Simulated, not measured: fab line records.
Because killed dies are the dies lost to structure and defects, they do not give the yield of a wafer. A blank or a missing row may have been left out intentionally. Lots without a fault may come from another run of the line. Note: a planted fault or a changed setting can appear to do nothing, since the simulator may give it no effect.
Which tool did it? || flow n5-finfet || 24 lots, 72 wafers sampled, at 5 steps of a route of 1938

WHAT THE GAUGES READ, wafer by wafer
N5_BEOL_M9_RS_MEAS_57: uses a four-point probe to measure. Usual: M9_RS typically reads 0.151 ohm/sq, with standard deviation 0.0031.
{"lot": "L074", "measured": "day 9 21:00", "on": "film-metro-01", "M9_RS (ohm/sq)": "0.155 0.148 0.152", "flag": ""}
{"lot": "L075", "measured": "day 10 11:57", "on": "film-metro-01", "M9_RS (ohm/sq)": "0.153 0.157 0.154", "flag": ""}
{"lot": "L076", "measured": "day 10 16:56", "on": "film-metro-01", "M9_RS (ohm/sq)": "0.155 0.153 0.150", "flag": ""}
{"lot": "L077", "measured": "day 10 20:11", "on": "film-metro-02", "M9_RS (ohm/sq)": "0.148 0.152 0.150", "flag": ""}
{"lot": "L078", "measured": "day 11 01:13", "on": "film-metro-01", "M9_RS (ohm/sq)": "0.155 0.155 0.153", "flag": ""}
{"lot": "L079", "measured": "day 11 09:34", "on": "film-metro-02", "M9_RS (ohm/sq)": "0.151 0.146 0.151", "flag": ""}
{"lot": "L080", "measured": "day 11 16:53", "on": "film-metro-01", "M9_RS (ohm/sq)": "0.145 0.151 0.145", "flag": ""}
{"lot": "L081", "measured": "day 11 20:11", "on": "film-metro-01", "M9_RS (ohm/sq)": "0.151 0.147 0.149", "flag": ""}
{"lot": "L084", "measured": "day 11 21:07", "on": "film-metro-02", "M9_RS (ohm/sq)": "0.151 0.147 0.151", "flag": ""}
{"lot": "L082", "measured": "day 12 04:37", "on": "film-metro-02", "M9_RS (ohm/sq)": "0.145 0.150 0.146", "flag": ""}
{"lot": "L083", "measured": "day 12 14:22", "on": "film-metro-02", "M9_RS (ohm/sq)": "0.150 0.152 0.148", "flag": ""}
{"lot": "L086", "measured": "day 12 21:30", "on": "film-metro-01", "M9_RS (ohm/sq)": "0.151 0.147 0.149", "flag": ""}
{"lot": "L085", "measured": "day 13 00:54", "on": "film-metro-02", "M9_RS (ohm/sq)": "0.150 0.149 0.156", "flag": ""}
{"lot": "L087", "measured": "day 13 16:56", "on": "film-metro-01", "M9_RS (ohm/sq)": "0.148 0.148 0.151", "flag": ""}
{"lot": "L088", "measured": "day 13 15:10", "on": "film-metro-02", "M9_RS (ohm/sq)": "0.152 0.151 0.147", "flag": ""}
{"lot": "L090", "measured": "day 13 21:18", "on": "film-metro-01", "M9_RS (ohm/sq)": "0.151 0.152 0.149", "flag": ""}
{"lot": "L089", "measured": "day 13 21:43", "on": "film-metro-01", "M9_RS (ohm/sq)": "0.152 0.149 0.149", "flag": ""}
{"lot": "L092", "measured": "day 14 09:17", "on": "film-metro-01", "M9_RS (ohm/sq)": "0.151 0.150 0.153", "flag": ""}
{"lot": "L095", "measured": "day 14 16:52", "on": "film-metro-02", "M9_RS (ohm/sq)": "0.150 0.151 0.151", "flag": ""}
{"lot": "L093", "measured": "day 14 21:28", "on": "film-metro-01", "M9_RS (ohm/sq)": "0.151 0.157 0.155", "flag": ""}
{"lot": "L094", "measured": "day 15 02:21", "on": "film-metro-01", "M9_RS (ohm/sq)": "0.148 0.150 0.146", "flag": ""}
{"lot": "L096", "measured": "day 15 09:38", "on": "film-metro-02", "M9_RS (ohm/sq)": "0.150 0.152 0.155", "flag": ""}
{"lot": "L097", "measured": "day 15 14:11", "on": "film-metro-01", "M9_RS (ohm/sq)": "0.148 0.156 0.157", "flag": ""}
{"lot": "L091", "measured": "day 16 04:46", "on": "film-metro-01", "M9_RS (ohm/sq)": "0.156 0.159 0.152", "flag": ""}

WHAT TOOL EACH LOT RAN ON (gives the tool, then ch and the chambers of the sampled wafers, and finally the start)
{"lot": "L074", "N5_BEOL_M8_SURFACE_TREAT_79": "pvd-sputter-03, day 9 10:20", "N5_BEOL_M9_STRIP_36": "rie-diel-05 ch 1,2,3, day 9 18:21", "N5_BEOL_M9_CURE_72": "uv-cure-03 ch 1, day 9 18:49", "N5_BEOL_M9_ANNEAL_51": "rtp-anneal-02 ch 0, day 9 20:19"}
{"lot": "L075", "N5_BEOL_M8_SURFACE_TREAT_79": "pvd-sputter-03, day 10 02:34", "N5_BEOL_M9_STRIP_36": "rie-diel-05 ch 2,3, day 10 08:52", "N5_BEOL_M9_CURE_72": "uv-cure-03 ch 0, day 10 09:16", "N5_BEOL_M9_ANNEAL_51": "rtp-anneal-02 ch 0, day 10 11:14"}
{"lot": "L076", "N5_BEOL_M8_SURFACE_TREAT_79": "pvd-sputter-02, day 10 07:51", "N5_BEOL_M9_STRIP_36": "rie-diel-04 ch 0,1,2, day 10 12:54", "N5_BEOL_M9_CURE_72": "uv-cure-02 ch 2, day 10 13:22", "N5_BEOL_M9_ANNEAL_51": "rtp-anneal-02 ch 0, day 10 16:15"}
{"lot": "L077", "N5_BEOL_M8_SURFACE_TREAT_79": "pvd-sputter-03, day 10 12:40", "N5_BEOL_M9_STRIP_36": "rie-diel-05 ch 2,3, day 10 17:35", "N5_BEOL_M9_CURE_72": "uv-cure-03 ch 1, day 10 18:13", "N5_BEOL_M9_ANNEAL_51": "rtp-anneal-02 ch 0, day 10 19:32"}
{"lot": "L078", "N5_BEOL_M8_SURFACE_TREAT_79": "pvd-sputter-03, day 10 16:41", "N5_BEOL_M9_STRIP_36": "rie-diel-03 ch 0,1,2, day 10 22:13", "N5_BEOL_M9_CURE_72": "uv-cure-02 ch 0, day 10 22:43", "N5_BEOL_M9_ANNEAL_51": "rtp-anneal-01 ch 0, day 11 00:29"}
{"lot": "L079", "N5_BEOL_M8_SURFACE_TREAT_79": "pvd-sputter-01, day 11 01:39", "N5_BEOL_M9_STRIP_36": "rie-diel-03 ch 0,1,3, day 11 06:43", "N5_BEOL_M9_CURE_72": "uv-cure-03 ch 2, day 11 07:08", "N5_BEOL_M9_ANNEAL_51": "rtp-anneal-01 ch 0, day 11 08:50"}
{"lot": "L080", "N5_BEOL_M8_SURFACE_TREAT_79": "pvd-sputter-03, day 11 07:31", "N5_BEOL_M9_STRIP_36": "rie-diel-04 ch 1,2,3, day 11 13:19", "N5_BEOL_M9_CURE_72": "uv-cure-01 ch 0, day 11 13:46", "N5_BEOL_M9_ANNEAL_51": "rtp-anneal-02 ch 0, day 11 16:12"}
{"lot": "L081", "N5_BEOL_M8_SURFACE_TREAT_79": "pvd-sputter-01, day 11 12:35", "N5_BEOL_M9_STRIP_36": "rie-diel-05 ch 0,1,2, day 11 16:28", "N5_BEOL_M9_CURE_72": "uv-cure-03 ch 0, day 11 16:53", "N5_BEOL_M9_ANNEAL_51": "rtp-anneal-02 ch 0, day 11 19:28"}
{"lot": "L084", "N5_BEOL_M8_SURFACE_TREAT_79": "pvd-sputter-01, day 11 13:29", "N5_BEOL_M9_STRIP_36": "rie-diel-05 ch 1,2, day 11 18:38", "N5_BEOL_M9_CURE_72": "uv-cure-02 ch 1, day 11 19:02", "N5_BEOL_M9_ANNEAL_51": "rtp-anneal-02 ch 0, day 11 20:23"}
{"lot": "L082", "N5_BEOL_M8_SURFACE_TREAT_79": "pvd-sputter-01, day 11 19:55", "N5_BEOL_M9_STRIP_36": "rie-diel-05 ch 0,2, day 12 01:32", "N5_BEOL_M9_CURE_72": "uv-cure-03 ch 0, day 12 01:57", "N5_BEOL_M9_ANNEAL_51": "rtp-anneal-01 ch 0, day 12 03:54"}
{"lot": "L083", "N5_BEOL_M8_SURFACE_TREAT_79": "pvd-sputter-01, day 12 04:35", "N5_BEOL_M9_STRIP_36": "rie-diel-05 ch 1,2, day 12 10:30", "N5_BEOL_M9_CURE_72": "uv-cure-03 ch 2, day 12 10:58", "N5_BEOL_M9_ANNEAL_51": "rtp-anneal-01 ch 0, day 12 13:40"}
{"lot": "L086", "N5_BEOL_M8_SURFACE_TREAT_79": "pvd-sputter-03, day 12 13:25", "N5_BEOL_M9_STRIP_36": "rie-diel-05 ch 0,1,3, day 12 18:07", "N5_BEOL_M9_CURE_72": "uv-cure-03 ch 1, day 12 18:38", "N5_BEOL_M9_ANNEAL_51": "rtp-anneal-02 ch 0, day 12 20:12"}
{"lot": "L085", "N5_BEOL_M8_SURFACE_TREAT_79": "pvd-sputter-02, day 12 15:02", "N5_BEOL_M9_STRIP_36": "rie-diel-04 ch 0,3, day 12 20:56", "N5_BEOL_M9_CURE_72": "uv-cure-01 ch 0, day 12 21:23", "N5_BEOL_M9_ANNEAL_51": "rtp-anneal-01 ch 0, day 13 00:13"}
{"lot": "L087", "N5_BEOL_M8_SURFACE_TREAT_79": "pvd-sputter-01, day 13 04:02", "N5_BEOL_M9_STRIP_36": "rie-diel-05 ch 0,1,3, day 13 13:40", "N5_BEOL_M9_CURE_72": "uv-cure-02 ch 2, day 13 14:04", "N5_BEOL_M9_ANNEAL_51": "rtp-anneal-01 ch 0, day 13 16:10"}
{"lot": "L088", "N5_BEOL_M8_SURFACE_TREAT_79": "pvd-sputter-03, day 13 06:17", "N5_BEOL_M9_STRIP_36": "rie-diel-03 ch 0,2,3, day 13 12:10", "N5_BEOL_M9_CURE_72": "uv-cure-01 ch 1, day 13 12:38", "N5_BEOL_M9_ANNEAL_51": "rtp-anneal-01 ch 0, day 13 14:28"}
{"lot": "L090", "N5_BEOL_M8_SURFACE_TREAT_79": "pvd-sputter-03, day 13 12:52", "N5_BEOL_M9_STRIP_36": "rie-diel-05 ch 0,2,3, day 13 18:33", "N5_BEOL_M9_CURE_72": "uv-cure-03 ch 1, day 13 19:05", "N5_BEOL_M9_ANNEAL_51": "rtp-anneal-01 ch 0, day 13 20:35"}
{"lot": "L089", "N5_BEOL_M8_SURFACE_TREAT_79": "pvd-sputter-01, day 13 13:09", "N5_BEOL_M9_STRIP_36": "rie-diel-05 ch 0,1,3, day 13 18:59", "N5_BEOL_M9_CURE_72": "uv-cure-03 ch 2, day 13 19:29", "N5_BEOL_M9_ANNEAL_51": "rtp-anneal-02 ch 0, day 13 20:59"}
{"lot": "L092", "N5_BEOL_M8_SURFACE_TREAT_79": "pvd-sputter-02, day 14 02:10", "N5_BEOL_M9_STRIP_36": "rie-diel-03 ch 0,1,3, day 14 06:50", "N5_BEOL_M9_CURE_72": "uv-cure-01 ch 0, day 14 07:23", "N5_BEOL_M9_ANNEAL_51": "rtp-anneal-02 ch 0, day 14 08:40"}
{"lot": "L095", "N5_BEOL_M8_SURFACE_TREAT_79": "pvd-sputter-01, day 14 06:46", "N5_BEOL_M9_STRIP_36": "rie-diel-03 ch 0,1,2, day 14 13:41", "N5_BEOL_M9_CURE_72": "uv-cure-02 ch 2, day 14 14:24", "N5_BEOL_M9_ANNEAL_51": "rtp-anneal-01 ch 0, day 14 16:08"}
{"lot": "L093", "N5_BEOL_M8_SURFACE_TREAT_79": "pvd-sputter-01, day 14 12:13", "N5_BEOL_M9_STRIP_36": "rie-diel-03 ch 0,2,3, day 14 17:54", "N5_BEOL_M9_CURE_72": "uv-cure-03 ch 2, day 14 18:19", "N5_BEOL_M9_ANNEAL_51": "rtp-anneal-01 ch 0, day 14 20:44"}
{"lot": "L094", "N5_BEOL_M8_SURFACE_TREAT_79": "pvd-sputter-03, day 14 19:21", "N5_BEOL_M9_STRIP_36": "rie-diel-05 ch 0,1,2, day 14 23:25", "N5_BEOL_M9_CURE_72": "uv-cure-03 ch 1, day 14 23:50", "N5_BEOL_M9_ANNEAL_51": "rtp-anneal-02 ch 0, day 15 01:38"}
{"lot": "L096", "N5_BEOL_M8_SURFACE_TREAT_79": "pvd-sputter-01, day 14 23:23", "N5_BEOL_M9_STRIP_36": "rie-diel-03 ch 0,1,3, day 15 04:39", "N5_BEOL_M9_CURE_72": "uv-cure-02 ch 1, day 15 05:04", "N5_BEOL_M9_ANNEAL_51": "rtp-anneal-01 ch 0, day 15 08:55"}
{"lot": "L097", "N5_BEOL_M8_SURFACE_TREAT_79": "pvd-sputter-02, day 15 03:52", "N5_BEOL_M9_STRIP_36": "rie-diel-04 ch 0,1, day 15 10:28", "N5_BEOL_M9_CURE_72": "uv-cure-02 ch 2, day 15 11:13", "N5_BEOL_M9_ANNEAL_51": "rtp-anneal-02 ch 0, day 15 13:28"}
{"lot": "L091", "N5_BEOL_M8_SURFACE_TREAT_79": "pvd-sputter-03, day 15 18:54", "N5_BEOL_M9_STRIP_36": "rie-diel-03 ch 2,3, day 16 01:16", "N5_BEOL_M9_CURE_72": "uv-cure-03 ch 1, day 16 01:47", "N5_BEOL_M9_ANNEAL_51": "rtp-anneal-02 ch 0, day 16 04:05"}
- N5_BEOL_M8_SURFACE_TREAT_79
- N5_BEOL_M9_STRIP_36: strips in N2/H2.
- N5_BEOL_M9_CURE_72: cures SiCOH lowk, time 120 s.
- N5_BEOL_M9_ANNEAL_51: time 90 s.

AS READ BY THE TOOLS THEMSELVES (means over the sampled wafers that have a number; for cases with no such wafer, the mark the record gives instead)
N5_BEOL_M9_STRIP_36. Usual: drypump-motor-current-A 5.7 A, standard deviation 0.43; oes-product-au 0.80 a.u., standard deviation 0.071; rf-vpp-V 59.3 V, standard deviation 1.6; showerhead-plenum-p-Torr 2.56 Torr, standard deviation 0.1; throttle-valve-pct 23.70 %, standard deviation 0.29.
{"lot": "L074", "tool": "rie-diel-05", "drypump-motor-current-A (A)": 5.3, "oes-product-au (a.u.)": 0.80, "rf-vpp-V (V)": 60.2, "showerhead-plenum-p-Torr (Torr)": 2.62, "throttle-valve-pct (%)": 23.60, "flag": ""}
{"lot": "L075", "tool": "rie-diel-05", "drypump-motor-current-A (A)": 5.4, "oes-product-au (a.u.)": 0.78, "rf-vpp-V (V)": 59.3, "showerhead-plenum-p-Torr (Torr)": 2.62, "throttle-valve-pct (%)": 23.74, "flag": ""}
{"lot": "L076", "tool": "rie-diel-04", "drypump-motor-current-A (A)": 5.4, "oes-product-au (a.u.)": 0.77, "rf-vpp-V (V)": 58.7, "showerhead-plenum-p-Torr (Torr)": 2.54, "throttle-valve-pct (%)": 23.69, "flag": ""}
{"lot": "L077", "tool": "rie-diel-05", "drypump-motor-current-A (A)": 5.4, "oes-product-au (a.u.)": 0.79, "rf-vpp-V (V)": 58.9, "showerhead-plenum-p-Torr (Torr)": 2.62, "throttle-valve-pct (%)": 23.75, "flag": ""}
{"lot": "L078", "tool": "rie-diel-03", "drypump-motor-current-A (A)": 5.9, "oes-product-au (a.u.)": 0.77, "rf-vpp-V (V)": 60.8, "showerhead-plenum-p-Torr (Torr)": 2.50, "throttle-valve-pct (%)": 23.51, "flag": ""}
{"lot": "L079", "tool": "rie-diel-03", "drypump-motor-current-A (A)": 5.8, "oes-product-au (a.u.)": 0.79, "rf-vpp-V (V)": 57.1, "showerhead-plenum-p-Torr (Torr)": 2.54, "throttle-valve-pct (%)": 23.71, "flag": ""}
{"lot": "L080", "tool": "rie-diel-04", "drypump-motor-current-A (A)": 5.4, "oes-product-au (a.u.)": 0.75, "rf-vpp-V (V)": 58.5, "showerhead-plenum-p-Torr (Torr)": 2.50, "throttle-valve-pct (%)": 23.77, "flag": ""}
{"lot": "L081", "tool": "rie-diel-05", "drypump-motor-current-A (A)": 5.7, "oes-product-au (a.u.)": 0.84, "rf-vpp-V (V)": 60.0, "showerhead-plenum-p-Torr (Torr)": 2.61, "throttle-valve-pct (%)": 23.82, "flag": ""}
{"lot": "L084", "tool": "rie-diel-05", "drypump-motor-current-A (A)": 5.4, "oes-product-au (a.u.)": 0.83, "rf-vpp-V (V)": 58.8, "showerhead-plenum-p-Torr (Torr)": 2.67, "throttle-valve-pct (%)": 23.73, "flag": ""}
{"lot": "L082", "tool": "rie-diel-05", "drypump-motor-current-A (A)": 6.0, "oes-product-au (a.u.)": 0.83, "rf-vpp-V (V)": 59.1, "showerhead-plenum-p-Torr (Torr)": 2.54, "throttle-valve-pct (%)": 24.03, "flag": ""}
{"lot": "L083", "tool": "rie-diel-05", "drypump-motor-current-A (A)": 5.3, "oes-product-au (a.u.)": 0.84, "rf-vpp-V (V)": 58.7, "showerhead-plenum-p-Torr (Torr)": 2.68, "throttle-valve-pct (%)": 23.61, "flag": ""}
{"lot": "L086", "tool": "rie-diel-05", "drypump-motor-current-A (A)": 5.7, "oes-product-au (a.u.)": 0.88, "rf-vpp-V (V)": 60.5, "showerhead-plenum-p-Torr (Torr)": 2.55, "throttle-valve-pct (%)": 23.60, "flag": ""}
{"lot": "L085", "tool": "rie-diel-04", "drypump-motor-current-A (A)": 6.1, "oes-product-au (a.u.)": 0.72, "rf-vpp-V (V)": 59.2, "showerhead-plenum-p-Torr (Torr)": 2.45, "throttle-valve-pct (%)": 23.60, "flag": ""}
{"lot": "L087", "tool": "rie-diel-05", "drypump-motor-current-A (A)": 5.6, "oes-product-au (a.u.)": 0.87, "rf-vpp-V (V)": 59.2, "showerhead-plenum-p-Torr (Torr)": 2.54, "throttle-valve-pct (%)": 23.60, "flag": ""}
{"lot": "L088", "tool": "rie-diel-03", "drypump-motor-current-A (A)": 5.9, "oes-product-au (a.u.)": 0.80, "rf-vpp-V (V)": 58.1, "showerhead-plenum-p-Torr (Torr)": 2.59, "throttle-valve-pct (%)": 23.64, "flag": ""}
{"lot": "L090", "tool": "rie-diel-05", "drypump-motor-current-A (A)": 5.7, "oes-product-au (a.u.)": 0.85, "rf-vpp-V (V)": 58.8, "showerhead-plenum-p-Torr (Torr)": 2.54, "throttle-valve-pct (%)": 23.75, "flag": ""}
{"lot": "L089", "tool": "rie-diel-05", "drypump-motor-current-A (A)": 5.6, "oes-product-au (a.u.)": 0.87, "rf-vpp-V (V)": 60.2, "showerhead-plenum-p-Torr (Torr)": 2.54, "throttle-valve-pct (%)": 23.61, "flag": ""}
{"lot": "L092", "tool": "rie-diel-03", "drypump-motor-current-A (A)": 5.8, "oes-product-au (a.u.)": 0.76, "rf-vpp-V (V)": 57.8, "showerhead-plenum-p-Torr (Torr)": 2.53, "throttle-valve-pct (%)": 23.76, "flag": ""}
{"lot": "L095", "tool": "rie-diel-03", "drypump-motor-current-A (A)": 5.9, "oes-product-au (a.u.)": 0.74, "rf-vpp-V (V)": 60.2, "showerhead-plenum-p-Torr (Torr)": 2.49, "throttle-valve-pct (%)": 23.54, "flag": ""}
{"lot": "L093", "tool": "rie-diel-03", "drypump-motor-current-A (A)": 5.9, "oes-product-au (a.u.)": 0.78, "rf-vpp-V (V)": 59.7, "showerhead-plenum-p-Torr (Torr)": 2.59, "throttle-valve-pct (%)": 23.66, "flag": ""}
{"lot": "L094", "tool": "rie-diel-05", "drypump-motor-current-A (A)": 5.7, "oes-product-au (a.u.)": 0.80, "rf-vpp-V (V)": 57.5, "showerhead-plenum-p-Torr (Torr)": 2.60, "throttle-valve-pct (%)": 23.84, "flag": ""}
{"lot": "L096", "tool": "rie-diel-03", "drypump-motor-current-A (A)": 5.8, "oes-product-au (a.u.)": 0.74, "rf-vpp-V (V)": 58.6, "showerhead-plenum-p-Torr (Torr)": 2.53, "throttle-valve-pct (%)": 23.74, "flag": ""}
{"lot": "L097", "tool": "rie-diel-04", "drypump-motor-current-A (A)": 6.0, "oes-product-au (a.u.)": 0.74, "rf-vpp-V (V)": 58.5, "showerhead-plenum-p-Torr (Torr)": 2.49, "throttle-valve-pct (%)": 23.70, "flag": ""}
{"lot": "L091", "tool": "rie-diel-03", "drypump-motor-current-A (A)": 6.1, "oes-product-au (a.u.)": 0.80, "rf-vpp-V (V)": 58.9, "showerhead-plenum-p-Torr (Torr)": 2.59, "throttle-valve-pct (%)": 23.57, "flag": ""}

N5_BEOL_M9_CURE_72. Usual: lamp-power-pct 52.31 %, standard deviation 0.056; wafer_temp_C_max 371.8, standard deviation 0.59.
{"lot": "L074", "tool": "uv-cure-03", "lamp-power-pct (%)": 52.27, "wafer_temp_C_max": 372.9, "flag": ""}
{"lot": "L075", "tool": "uv-cure-03", "lamp-power-pct (%)": 52.37, "wafer_temp_C_max": 371.5, "flag": ""}
{"lot": "L076", "tool": "uv-cure-02", "lamp-power-pct (%)": 52.29, "wafer_temp_C_max": 371.3, "flag": ""}
{"lot": "L077", "tool": "uv-cure-03", "lamp-power-pct (%)": 52.32, "wafer_temp_C_max": 372.4, "flag": ""}
{"lot": "L078", "tool": "uv-cure-02", "lamp-power-pct (%)": 52.32, "wafer_temp_C_max": 371.5, "flag": ""}
{"lot": "L079", "tool": "uv-cure-03", "lamp-power-pct (%)": 52.32, "wafer_temp_C_max": 371.3, "flag": ""}
{"lot": "L080", "tool": "uv-cure-01", "lamp-power-pct (%)": 52.32, "wafer_temp_C_max": 372.8, "flag": ""}
{"lot": "L081", "tool": "uv-cure-03", "lamp-power-pct (%)": 52.32, "wafer_temp_C_max": 371.0, "flag": ""}
{"lot": "L084", "tool": "uv-cure-02", "lamp-power-pct (%)": 52.31, "wafer_temp_C_max": 371.7, "flag": ""}
{"lot": "L082", "tool": "uv-cure-03", "lamp-power-pct (%)": 52.39, "wafer_temp_C_max": 371.7, "flag": ""}
{"lot": "L083", "tool": "uv-cure-03", "lamp-power-pct (%)": 52.30, "wafer_temp_C_max": 371.1, "flag": ""}
{"lot": "L086", "tool": "uv-cure-03", "lamp-power-pct (%)": 52.28, "wafer_temp_C_max": 371.6, "flag": ""}
{"lot": "L085", "tool": "uv-cure-01", "lamp-power-pct (%)": 52.29, "wafer_temp_C_max": 372.4, "flag": ""}
{"lot": "L087", "tool": "uv-cure-02", "lamp-power-pct (%)": 52.39, "wafer_temp_C_max": 371.6, "flag": ""}
{"lot": "L088", "tool": "uv-cure-01", "lamp-power-pct (%)": 52.34, "wafer_temp_C_max": 371.3, "flag": ""}
{"lot": "L090", "tool": "uv-cure-03", "lamp-power-pct (%)": 52.31, "wafer_temp_C_max": 372.8, "flag": ""}
{"lot": "L089", "tool": "uv-cure-03", "lamp-power-pct (%)": 52.30, "wafer_temp_C_max": 371.3, "flag": ""}
{"lot": "L092", "tool": "uv-cure-01", "lamp-power-pct (%)": 52.30, "wafer_temp_C_max": 373.1, "flag": ""}
{"lot": "L095", "tool": "uv-cure-02", "lamp-power-pct (%)": 52.35, "wafer_temp_C_max": 371.5, "flag": ""}
{"lot": "L093", "tool": "uv-cure-03", "lamp-power-pct (%)": 52.29, "wafer_temp_C_max": 371.6, "flag": ""}
{"lot": "L094", "tool": "uv-cure-03", "lamp-power-pct (%)": 52.34, "wafer_temp_C_max": 371.8, "flag": ""}
{"lot": "L096", "tool": "uv-cure-02", "lamp-power-pct (%)": 52.33, "wafer_temp_C_max": 371.6, "flag": ""}
{"lot": "L097", "tool": "uv-cure-02", "lamp-power-pct (%)": 52.29, "wafer_temp_C_max": 371.7, "flag": ""}
{"lot": "L091", "tool": "uv-cure-03", "lamp-power-pct (%)": 52.35, "wafer_temp_C_max": 371.7, "flag": ""}

N5_BEOL_M9_ANNEAL_51. Usual: wafer_temp_C_max at 225.65, with a standard deviation of 0.24.
{"lot": "L074", "tool": "rtp-anneal-02", "wafer_temp_C_max": 225.79, "flag": ""}
{"lot": "L075", "tool": "rtp-anneal-02", "wafer_temp_C_max": 225.92, "flag": ""}
{"lot": "L076", "tool": "rtp-anneal-02", "wafer_temp_C_max": 225.51, "flag": ""}
{"lot": "L077", "tool": "rtp-anneal-02", "wafer_temp_C_max": 225.75, "flag": ""}
{"lot": "L078", "tool": "rtp-anneal-01", "wafer_temp_C_max": 225.74, "flag": ""}
{"lot": "L079", "tool": "rtp-anneal-01", "wafer_temp_C_max": 225.76, "flag": ""}
{"lot": "L080", "tool": "rtp-anneal-02", "wafer_temp_C_max": 225.82, "flag": ""}
{"lot": "L081", "tool": "rtp-anneal-02", "wafer_temp_C_max": 225.62, "flag": ""}
{"lot": "L084", "tool": "rtp-anneal-02", "wafer_temp_C_max": 225.68, "flag": ""}
{"lot": "L082", "tool": "rtp-anneal-01", "wafer_temp_C_max": 225.38, "flag": ""}
{"lot": "L083", "tool": "rtp-anneal-01", "wafer_temp_C_max": 225.21, "flag": ""}
{"lot": "L086", "tool": "rtp-anneal-02", "wafer_temp_C_max": 225.33, "flag": ""}
{"lot": "L085", "tool": "rtp-anneal-01", "wafer_temp_C_max": 225.48, "flag": ""}
{"lot": "L087", "tool": "rtp-anneal-01", "wafer_temp_C_max": 225.66, "flag": ""}
{"lot": "L088", "tool": "rtp-anneal-01", "wafer_temp_C_max": 225.39, "flag": ""}
{"lot": "L090", "tool": "rtp-anneal-01", "wafer_temp_C_max": 225.68, "flag": ""}
{"lot": "L089", "tool": "rtp-anneal-02", "wafer_temp_C_max": 226.00, "flag": ""}
{"lot": "L092", "tool": "rtp-anneal-02", "wafer_temp_C_max": 225.49, "flag": ""}
{"lot": "L095", "tool": "rtp-anneal-01", "wafer_temp_C_max": 225.73, "flag": ""}
{"lot": "L093", "tool": "rtp-anneal-01", "wafer_temp_C_max": 225.66, "flag": ""}
{"lot": "L094", "tool": "rtp-anneal-02", "wafer_temp_C_max": 225.65, "flag": ""}
{"lot": "L096", "tool": "rtp-anneal-01", "wafer_temp_C_max": 225.37, "flag": ""}
{"lot": "L097", "tool": "rtp-anneal-02", "wafer_temp_C_max": 225.92, "flag": ""}
{"lot": "L091", "tool": "rtp-anneal-02", "wafer_temp_C_max": 225.85, "flag": ""}

THE ANSWER, worked out from the rows above alone
Rule: lot off if the mean of its wafers having a number is beyond 3 standard deviations from the usual mean. A lot without any number at a reading at which 4 lots or more have one is off too. The other lots that the step has rows for count as sound. After the gauges, taken in route order, come the tools' own readings; for these a lot's mean is taken, as printed above. The first step at which some lot is off is used, and at that step the reading that is off furthest; a lot without a number counts as furthest.
None of the lots is off at any reading shown; this tells nothing.

WHAT HAD BEEN PUT IN BY THE SIMULATOR
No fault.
